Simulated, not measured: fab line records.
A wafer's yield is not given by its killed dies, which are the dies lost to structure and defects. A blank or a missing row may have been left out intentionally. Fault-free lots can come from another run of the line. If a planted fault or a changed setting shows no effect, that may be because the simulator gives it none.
fab line records	flow nand_harc	part 1 of 2: steps 1 to 4 of 6
record: lots: 21	wafers: 63	last_day: 33
route steps=1302 shown A_STAIRCASE@784 A_SGD_CUT@915
lots untouched by any fault: they come from a run of this same line in which no faults occurred
start_h: hours from the record's first day to the start of the lot's first wafer shown	wait_h: hours elapsed since this lot's preceding step	" unchanged from the row above	L1.1+2: several wafers, shown together as one row	- either no value or no given start	* or withheld: withheld	< > ~ a bound
route shown NAME@n: a module of which the file shows steps, and the number in the route of the first	usual: average and standard deviation across the fault-free wafers	same: alike in all rows	chamber/n: place in a boat	sites: per-site readings	_std_site: the standard deviation of these	_edge_site: inner sites' mean taken away from outer sites' mean	radius_mm: for every site, how far away it sits from the centre of the wafer	mask NAME#n: copy n	behind: the most recent tool/chamber to have shaped the wafer	hold: why the lot went on hold/how many hours it stayed there/how the hold came to an end	device: the transistor (n, p or np) that didn't switch	end of line: tests run on the same wafers once the route is complete	a step without rows: its recipe alone	killed: the dies lost at the first sort to structure and to defects; this is not the yield of the wafer	map: shows each die of a wafer: x if killed, . if not, _ if none is there
set.NAME: setting as actually run; set.NAME@STEP: the setting as run at that earlier step	model.NAME: the simulator's own value behind a step, which no gauge read
steps of the route over a sample of lots; a table a step, a row a wafer
services: from which hour (start_h, from the record's first day; less than 0 if before it) a tool's chamber was out of use, for how many hours, and why
== steps ==
step: NHARC_A_STAIRCASE_DESCUM_270
recipe: time_s: 3	o2_flow_sccm: 200	ar_flow_sccm: 0	bias_power_w: 0	chemistry: O2
usual: drypump_motor_current_A: 6.14/0.24	o2_flow_sccm: 200.0/0.58	oes_product_au: 1.000/0.0087	rf_vpp_V: 57.8/0.88	showerhead_plenum_p_Torr: 1.92/0.1	throttle_valve_pct: 11.312/0.0092
lot.wafer	tool	chamber	start_h	wait_h	drypump_motor_current_A	o2_flow_sccm	oes_product_au	rf_hours_counter_h	rf_vpp_V	showerhead_plenum_p_Torr	throttle_valve_pct
L074.2	rie_diel-05	3	357.59	-	6.39	198.5	1.013	41	57.3	1.77	11.326
L074.5	"	0	"	"	5.81	200.6	1.016	-	57.4	1.88	11.305
L074.6	"	1	"	"	6.05	199.5	0.998	-	57.5	1.87	11.299
L075.2	rie_diel-09	2	375.21	-	6.27	200.1	1.007	16	56.8	1.82	11.308
L075.5	"	3	"	"	6.00	201.4	1.007	-	57.9	1.99	11.306
L075.6	"	0	"	"	6.43	199.9	1.002	-	57.1	1.81	11.300
L076.2	rie_diel-08	1	397.77	-	5.92	199.6	1.010	5	57.8	2.05	11.329
L076.1	"	2	"	"	6.36	199.9	1.006	4	58.5	2.08	11.308
L076.6	"	1	"	"	5.92	200.4	1.002	-	57.0	2.05	11.304
L077.1	rie_diel-05	2	404.15	-	6.13	199.2	0.993	49	57.9	1.83	11.315
L077.3	"	0	"	"	5.84	200.1	1.017	57	56.7	1.88	11.292
L077.5	"	2	"	"	6.12	199.4	0.995	-	57.6	1.83	11.313
L078.4	rie_diel-08	1	405.94	-	5.93	199.7	1.023	9	57.8	2.05	11.317
L078.2	"	2	"	"	6.34	200.4	1.000	8	58.9	2.07	11.306
L078.3	"	3	"	"	6.30	199.6	0.995	9	56.6	1.84	11.295
L079.2	rie_diel-08	0	421.51	-	6.39	199.2	0.994	16	57.9	1.93	11.329
L079.4	"	2	"	"	6.32	199.3	0.996	15	58.6	2.07	11.338
L079.3	"	3	"	"	6.29	199.9	0.988	13	57.2	1.84	11.301
L080.3	rie_diel-05	3	431.64	-	6.39	199.9	0.996	7	58.5	2.07	11.317
L080.6	"	0	"	"	5.80	199.5	1.006	-	58.6	1.88	11.296
L080.5	"	2	"	"	6.10	200.3	0.999	-	56.1	1.83	11.323
L081.4	rie_diel-05	1	435.77	-	6.07	200.8	0.996	5	57.6	1.86	11.322
L081.5	"	2	"	"	6.13	199.9	1.003	-	56.8	1.83	11.312
L081.6	"	3	"	"	6.40	199.9	0.992	-	59.5	2.07	11.311
L085.3	rie_diel-08	2	478.34	-	6.33	200.3	0.995	31	58.4	2.07	11.326
L085.1	"	3	"	"	6.26	200.3	0.986	28	58.0	1.83	11.327
L085.6	"	3	"	"	6.27	200.3	0.994	-	58.0	1.83	11.311
L084.4	rie_diel-05	1	480.91	-	6.09	199.2	0.985	23	58.4	1.85	11.312
L084.2	"	3	"	"	6.40	200.7	0.987	23	58.7	2.07	11.301
L084.5	"	1	"	"	6.09	199.6	0.989	-	57.3	1.85	11.316
L086.2	rie_diel-08	0	482.89	-	6.42	199.6	0.994	37	57.3	1.92	11.309
L086.4	"	3	"	"	6.27	199.3	0.999	29	56.9	1.83	11.304
L086.5	"	0	"	"	6.45	199.9	1.000	-	57.3	1.92	11.298
L087.1	rie_diel-05	2	509.96	-	6.12	200.8	0.999	34	58.0	1.82	11.301
L087.4	"	0	"	"	5.85	199.9	1.002	21	57.2	1.87	11.318
L087.3	"	1	"	"	6.07	199.5	0.993	32	57.5	1.85	11.318
L088.1	rie_diel-05	0	512.50	-	5.84	199.8	1.000	23	56.6	1.87	11.309
L088.5	"	1	"	"	6.08	199.7	0.994	-	56.2	1.85	11.308
L088.6	"	2	"	"	6.10	199.6	0.992	-	58.5	1.82	11.310
L089.4	rie_diel-08	3	521.06	-	6.28	200.4	0.999	42	57.7	1.83	11.313
L089.1	"	2	"	"	6.34	198.8	0.985	46	58.8	2.06	11.330
L089.5	"	0	"	"	6.41	199.6	1.000	-	57.9	1.92	11.305
L090.4	rie_diel-05	2	523.01	-	6.14	199.3	1.003	38	57.8	1.82	11.315
L090.1	"	0	"	"	5.82	198.9	1.012	29	58.6	1.87	11.312
L090.6	"	3	"	"	6.39	200.8	0.992	-	58.2	2.06	11.297
L092.2	rie_diel-09	1	542.63	-	5.53	200.8	1.000	9	58.4	2.02	11.309
L092.4	"	3	"	"	6.00	199.4	1.011	12	58.1	1.98	11.306
L092.5	"	2	"	"	6.29	199.6	0.990	-	57.7	1.81	11.321
L091.3	rie_diel-05	0	542.80	-	5.84	200.5	1.015	36	58.0	1.87	11.308
L091.2	"	1	"	"	6.07	200.5	1.005	46	57.3	1.85	11.308
L091.6	"	0	"	"	5.87	201.2	1.009	-	58.0	1.87	11.303
L093.4	rie_diel-08	1	565.70	-	5.92	199.7	1.010	2	58.9	2.04	11.315
L093.5	"	3	"	"	6.28	199.6	1.014	-	56.0	1.82	11.326
L093.6	"	0	"	"	6.42	200.2	1.005	-	56.3	1.91	11.301
L094.4	rie_diel-09	3	575.24	-	5.97	200.5	1.001	20	57.4	1.97	11.318
L094.1	"	1	"	"	5.55	199.8	1.016	21	57.6	2.01	11.307
L094.6	"	3	"	"	5.98	200.4	0.995	-	58.9	1.97	11.307
L095.1	rie_diel-09	3	585.05	-	6.00	199.8	1.005	25	57.2	1.97	11.320
L095.3	"	2	"	"	6.30	199.7	1.005	28	57.4	1.80	11.327
L095.6	"	0	"	"	6.39	198.9	1.008	-	57.3	1.79	11.315
L096.4	rie_diel-08	1	592.06	-	5.93	199.6	1.018	10	57.8	2.03	11.313
L096.1	"	0	"	"	6.43	199.1	1.009	11	59.4	1.91	11.310
L096.6	"	2	"	"	6.30	200.0	1.003	-	58.8	2.05	11.313
step: NHARC_A_STAIRCASE_STRIP_274
recipe: o2_flow_sccm: 500	ar_flow_sccm: 0	bias_w: 0	chemistry: O2
usual: drypump_motor_current_A: 6.15/0.25	o2_flow_sccm: 500.0/1.4	oes_product_au: 1.000/0.0086	rf_vpp_V: 57.8/0.96	showerhead_plenum_p_Torr: 3.54/0.17	throttle_valve_pct: 17.036/0.0094
lot.wafer	tool	chamber	start_h	wait_h	drypump_motor_current_A	o2_flow_sccm	oes_product_au	rf_hours_counter_h	rf_vpp_V	showerhead_plenum_p_Torr	throttle_valve_pct
L074.2	rie_diel-05	2	-	-	6.12	501.4	0.991	38	58.7	3.39	17.032
L074.5	"	0	"	"	5.83	501.6	1.009	-	56.9	3.48	17.029
L074.6	"	1	"	"	6.11	499.7	0.990	-	57.6	3.45	17.024
L075.2	rie_diel-09	1	-	-	5.56	497.7	1.001	16	58.6	3.73	17.039
L075.5	"	2	"	"	6.33	499.6	1.004	-	57.0	3.37	17.032
L075.6	"	3	"	"	6.01	501.3	1.012	-	58.1	3.66	17.035
L076.2	rie_diel-08	1	-	-	5.93	500.1	0.998	7	57.9	3.77	17.030
L076.1	"	3	"	"	6.30	498.5	0.994	8	58.5	3.40	17.017
L076.6	"	1	"	"	5.92	503.1	1.002	-	58.1	3.77	17.027
L077.1	rie_diel-05	2	-	-	6.14	497.4	0.993	50	57.3	3.38	17.025
L077.3	"	3	"	"	6.40	498.5	1.009	54	58.2	3.28	17.045
L077.5	"	1	"	"	6.08	498.7	1.002	-	57.3	3.44	17.031
L078.4	rie_diel-08	2	-	-	6.32	497.0	0.991	8	57.9	3.80	17.044
L078.2	"	3	"	"	6.29	500.7	0.984	10	57.7	3.40	17.048
L078.3	"	1	"	"	5.92	502.2	1.007	10	58.1	3.77	17.049
L079.2	rie_diel-08	1	-	-	5.92	500.5	1.018	19	57.7	3.76	17.040
L079.4	"	3	"	"	6.29	500.0	0.994	14	56.9	3.40	17.042
L079.3	"	0	"	"	6.44	498.4	1.005	18	56.6	3.55	17.035
L080.3	rie_diel-05	0	-	-	5.86	500.0	1.009	9	57.7	3.46	17.024
L080.5	"	2	"	"	6.12	498.7	1.008	-	58.1	3.38	17.023
L080.6	"	3	"	"	6.39	500.6	0.989	-	59.4	3.80	17.042
L081.4	rie_diel-05	2	-	-	6.12	500.8	0.990	7	56.8	3.38	17.030
L081.6	"	0	"	"	5.83	500.1	1.006	-	58.1	3.46	17.037
L081.5	"	1	"	"	6.06	500.7	1.001	-	58.1	3.43	17.048
L085.3	rie_diel-08	1	-	-	5.95	500.0	1.005	38	57.6	3.75	17.027
L085.1	"	3	"	"	6.30	499.6	0.990	29	56.8	3.39	17.046
L085.6	"	1	"	"	5.92	497.2	1.001	-	57.9	3.75	17.034
L084.2	rie_diel-05	3	-	-	6.40	497.7	1.000	24	58.4	3.79	17.033
L084.4	"	1	"	"	6.08	500.0	0.995	25	58.9	3.42	17.051
L084.5	"	2	"	"	6.11	500.1	0.987	-	58.0	3.37	17.019
L086.4	rie_diel-08	2	-	-	6.31	500.5	1.016	34	59.0	3.79	17.036
L086.2	"	3	"	"	6.31	499.3	0.999	30	56.6	3.39	17.028
L086.5	"	2	"	"	6.32	499.7	1.013	-	57.1	3.79	17.042
L087.4	rie_diel-08	3	512.21	-	6.30	501.0	0.996	39	58.5	3.38	17.034
L087.3	"	0	"	"	6.47	499.7	0.990	48	56.9	3.53	17.032
L087.1	"	1	"	"	5.94	499.0	1.005	43	60.4	3.75	17.030
L088.1	rie_diel-05	1	-	-	6.07	498.0	0.988	33	57.8	3.42	17.044
L088.5	"	1	"	"	6.09	501.9	0.992	-	56.1	3.42	17.017
L088.6	"	2	"	"	6.15	501.8	0.983	-	58.3	3.36	17.046
L089.4	rie_diel-08	0	-	-	6.43	496.9	0.998	51	57.3	3.53	17.052
L089.1	"	2	"	"	6.35	501.8	0.997	48	59.0	3.78	17.033
L089.5	"	0	"	"	6.46	497.1	0.997	-	58.0	3.53	17.027
L090.1	rie_diel-05	0	-	-	5.81	500.2	1.010	31	58.1	3.45	17.035
L090.4	"	1	"	"	6.07	500.0	0.993	39	56.2	3.42	17.047
L090.6	"	2	"	"	6.13	498.5	0.993	-	57.5	3.36	17.038
L092.2	rie_diel-09	3	-	-	6.00	499.1	1.003	13	59.6	3.63	17.021
L092.4	"	1	"	"	5.56	499.3	1.006	11	60.3	3.70	17.043
L092.5	"	2	"	"	6.31	501.1	0.996	-	58.9	3.35	17.055
L091.2	rie_diel-05	3	-	-	6.41	500.9	1.000	47	56.7	3.78	17.021
L091.3	"	0	"	"	5.81	501.5	1.019	38	56.9	3.45	17.037
L091.6	"	2	"	"	6.15	498.3	0.999	-	57.5	3.36	17.039
L093.4	rie_diel-08	1	-	-	5.95	499.1	1.014	3	58.0	3.74	17.050
L093.6	"	3	"	"	6.28	498.2	1.007	-	58.0	3.37	17.047
L093.5	"	0	"	"	6.44	499.6	1.003	-	58.0	3.53	17.031
L094.4	rie_diel-09	2	-	-	6.30	499.1	0.995	23	57.7	3.34	17.046
L094.1	"	3	"	"	5.99	500.9	1.005	20	57.5	3.63	17.025
L094.6	"	1	"	"	5.56	499.2	1.005	-	58.3	3.70	17.032
L095.3	rie_diel-09	1	-	-	5.56	500.0	0.989	26	57.8	3.70	17.037
L095.1	"	0	"	"	6.42	499.7	1.000	25	57.7	3.32	17.043
L095.6	"	2	"	"	6.30	498.3	0.987	-	59.1	3.34	17.043
L096.1	rie_diel-08	1	-	-	5.93	501.9	1.019	12	58.7	3.73	17.030
L096.4	"	2	"	"	6.32	499.6	1.009	13	58.2	3.77	17.029
L096.6	"	2	"	"	6.34	499.3	1.016	-	59.0	3.77	17.030
step: NHARC_A_STAIRCASE_HM_OPEN_463
recipe: o2_flow_sccm: 400	cos_flow_sccm: 20	ar_flow_sccm: 0	rf_w: 500	bias_w: 300	chemistry: O2/COS
usual: drypump_motor_current_A: 6.15/0.27	o2_flow_sccm: 400.2/1.1	oes_product_au: 1.000/0.0089	rf_vpp_V: 468/3.3	showerhead_plenum_p_Torr: 3.14/0.16	throttle_valve_pct: 28.330/0.0093
lot.wafer	tool	chamber	start_h	wait_h	drypump_motor_current_A	o2_flow_sccm	oes_product_au	rf_hours_counter_h	rf_vpp_V	showerhead_plenum_p_Torr	throttle_valve_pct
L074.2	rie_diel-09	3	-	-	5.98	401.7	1.008	16	470	3.25	28.320
L074.5	"	3	"	"	6.00	401.8	1.017	-	469	3.25	28.341
L074.6	"	0	"	"	6.41	398.6	1.011	-	464	2.97	28.325
L075.2	rie_diel-05	1	-	-	6.09	399.6	0.995	45	466	3.05	28.322
L075.6	"	2	"	"	6.11	400.3	0.996	-	465	2.99	28.318
L075.5	"	3	"	"	6.40	400.6	1.005	-	464	2.90	28.325
L076.2	rie_diel-08	0	-	-	6.42	399.8	1.004	12	467	3.15	28.339
L076.1	"	1	"	"	5.91	400.7	1.006	11	471	3.33	28.320
L076.6	"	0	"	"	6.42	398.7	0.999	-	468	3.15	28.325
L077.3	rie_diel-08	0	-	-	6.39	398.1	0.989	16	468	3.14	28.322
L077.1	"	2	"	"	6.35	399.4	0.996	15	471	3.36	28.329
L077.5	"	3	"	"	6.30	400.0	0.985	-	463	3.00	28.335
L078.3	rie_diel-05	3	-	-	6.41	399.2	0.976	4	473	3.37	28.325
L078.4	"	1	"	"	6.07	400.3	0.995	3	465	3.04	28.333
L078.2	"	2	"	"	6.14	400.0	0.999	3	465	2.99	28.334
L079.4	rie_diel-08	2	-	-	6.34	401.9	0.999	18	471	3.36	28.333
L079.2	"	3	"	"	6.27	401.9	0.991	15	465	3.00	28.327
L079.3	"	0	"	"	6.40	400.3	1.013	19	467	3.14	28.328
L080.3	rie_diel-08	3	-	-	6.28	400.3	0.982	17	464	3.00	28.347
L080.6	"	0	"	"	6.42	398.0	0.984	-	468	3.14	28.325
L080.5	"	1	"	"	5.95	400.7	1.006	-	471	3.33	28.331
L081.6	rie_diel-05	2	-	-	6.14	399.1	0.991	-	464	2.99	28.342
L081.5	"	3	"	"	6.38	401.1	0.983	-	472	3.37	28.328
L081.4	"	1	"	"	6.09	399.7	0.994	-	465	3.03	28.334
L085.1	rie_diel-09	1	-	-	5.57	402.4	0.994	51	470	3.29	28.322
L085.3	"	3	"	"	5.98	401.9	0.993	59	469	3.22	28.321
L085.6	"	1	"	"	5.56	402.0	0.994	-	470	3.29	28.316
L086.2	rie_diel-08	2	-	-	6.32	399.6	0.993	39	471	3.35	28.324
L086.4	"	2	"	"	6.35	400.8	0.991	-	472	3.35	28.337
L086.5	"	3	"	"	6.31	399.2	0.989	-	465	2.99	28.348
L084.2	rie_diel-08	2	-	-	6.33	398.4	0.990	40	473	3.35	28.340
L084.4	"	2	"	"	6.34	401.0	0.978	-	472	3.35	28.323
L084.5	"	0	"	"	6.39	396.7	1.001	-	468	3.13	28.326
L087.1	rie_diel-09	1	-	-	5.57	401.6	1.010	3	472	3.28	28.334
L087.3	"	3	"	"	6.01	401.3	1.004	6	469	3.22	28.330
L087.4	"	0	"	"	6.41	403.1	1.006	4	464	2.95	28.326
L088.1	rie_diel-09	3	-	-	5.99	400.5	0.997	7	468	3.22	28.340
L088.5	"	2	"	"	6.30	400.4	0.984	-	464	2.96	28.333
L088.6	"	3	"	"	5.99	400.4	1.006	-	470	3.22	28.333
L089.1	rie_diel-09	1	-	-	5.57	400.3	1.014	5	470	3.28	28.341
L089.4	"	2	"	"	6.32	400.2	0.995	9	462	2.96	28.338
L089.5	"	1	"	"	5.57	400.4	1.020	-	470	3.28	28.323
L090.4	rie_diel-08	2	-	-	6.31	401.0	1.006	51	472	3.35	28.346
L090.1	"	0	"	"	6.46	400.7	1.013	55	467	3.12	28.336
L090.6	"	2	"	"	6.34	400.1	1.010	-	472	3.35	28.318
L092.2	rie_diel-09	0	-	-	6.40	400.3	1.006	12	462	2.94	28.341
L092.4	"	1	"	"	5.54	401.7	1.009	13	473	3.28	28.316
L092.5	"	0	"	"	6.42	400.2	1.004	-	462	2.94	28.316
L091.2	rie_diel-08	0	-	-	6.41	399.6	0.994	1	468	3.12	28.336
L091.3	"	2	"	"	6.36	399.6	1.002	1	472	3.34	28.327
L091.6	"	0	"	"	6.40	400.2	1.007	-	465	3.12	28.325
L093.4	rie_diel-05	3	-	-	6.39	399.5	1.001	58	472	3.34	28.340
L093.5	"	0	"	"	5.82	399.2	1.014	-	466	3.04	28.333
L093.6	"	1	"	"	6.07	399.0	1.003	-	465	3.02	28.329
L094.4	rie_diel-09	3	-	-	5.99	400.4	1.001	26	469	3.21	28.336
L094.1	"	0	"	"	6.42	401.0	1.014	25	464	2.94	28.328
L094.6	"	2	"	"	6.31	399.1	1.002	-	463	2.95	28.320
L095.1	rie_diel-09	2	-	-	6.30	400.1	1.000	32	462	2.95	28.335
L095.3	"	0	"	"	6.40	400.4	1.007	27	464	2.93	28.334
L095.6	"	1	"	"	5.56	399.9	1.004	-	471	3.27	28.334
L096.1	rie_diel-05	1	-	-	6.05	402.3	1.007	4	465	3.01	28.317
L096.4	"	2	"	"	6.14	401.0	0.978	6	462	2.96	28.327
L096.6	"	3	"	"	6.42	399.8	1.005	-	471	3.34	28.337
step: NHARC_A_STAIRCASE_DEP_471
recipe: target_thk_a: 1000	temp_c: 400	pressure_torr: 6.5	rf_w: 900	teos_flow_sccm: 161.4	flow_sccm: 2650	target_thk_nm: 100	gas: O2	material: SiO2
usual: heater_power_w: 553/63	throttle_valve_pct: 15.9/0.59
lot.wafer	tool	chamber	start_h	wait_h	heater_power_w	throttle_valve_pct
L074.2	pecvd-02	1	424.32	-	500	16.1
L074.5	"	1	"	"	499	16.2
L074.6	"	0	"	"	440	16.3
L075.2	pecvd-01	1	445.49	-	492	14.6
L075.6	"	1	"	"	507	14.7
L075.5	"	0	"	"	528	16.0
L076.1	pecvd-01	0	460.58	-	590	16.0
L076.2	"	1	"	"	478	14.7
L076.6	"	1	"	"	471	14.8
L078.3	pecvd-01	1	471.68	-	560	14.4
L078.2	"	0	"	"	550	15.9
L078.4	"	2	"	"	530	15.5
L077.3	pecvd-01	1	472.86	-	543	14.5
L077.1	"	0	"	"	501	16.3
L077.5	"	2	"	"	643	15.6
L079.3	pecvd-01	1	484.43	-	508	14.5
L079.2	"	0	"	"	564	15.8
L079.4	"	1	"	"	513	14.8
L080.3	pecvd-02	1	497.85	-	447	16.3
L080.5	"	2	"	"	612	16.0
L080.6	"	1	"	"	451	16.6
L081.6	pecvd-02	0	498.06	-	440	16.3
L081.4	"	1	"	"	474	16.2
L081.5	"	2	"	"	559	16.0
L086.2	pecvd-02	0	542.19	-	580	16.3
L086.5	"	0	"	"	592	16.4
L086.4	"	2	"	"	616	15.8
L085.1	pecvd-02	1	542.62	-	527	16.4
L085.3	"	2	"	"	600	16.0
L085.6	"	0	"	"	541	16.7
L084.2	pecvd-01	2	542.83	-	604	16.0
L084.5	"	1	"	"	484	14.7
L084.4	"	2	"	"	609	15.7
L087.1	pecvd-02	1	566.26	-	434	16.8
L087.3	"	2	"	"	630	16.0
L087.4	"	1	"	"	452	16.8
L088.1	pecvd-02	0	566.41	-	569	16.6
L088.6	"	1	"	"	413	16.4
L088.5	"	2	"	"	596	16.2
L089.1	pecvd-02	0	584.35	-	573	16.3
L089.5	"	0	"	"	570	16.5
L089.4	"	1	"	"	535	16.5
L090.1	pecvd-01	0	584.81	-	614	16.3
L090.4	"	2	"	"	545	16.0
L090.6	"	1	"	"	536	14.7
L092.2	pecvd-02	0	608.27	-	558	16.1
L092.4	"	0	"	"	538	15.8
L092.5	"	1	"	"	535	16.2
L091.3	pecvd-01	1	613.08	-	602	14.9
L091.2	"	2	"	"	564	16.0
L091.6	"	0	"	"	535	16.2
L094.1	pecvd-01	1	633.75	-	615	14.8
L094.6	"	1	"	"	590	14.9
L094.4	"	2	"	"	604	16.0
L093.5	pecvd-01	0	634.40	-	542	16.2
L093.6	"	1	"	"	529	14.8
L093.4	"	2	"	"	586	16.2
L095.3	pecvd-02	2	651.02	-	660	16.4
L095.1	"	0	"	"	504	16.1
L095.6	"	2	"	"	507	15.9
L096.1	pecvd-01	1	660.60	-	631	15.1
L096.4	"	0	"	"	545	16.4
L096.6	"	2	"	"	559	16.1
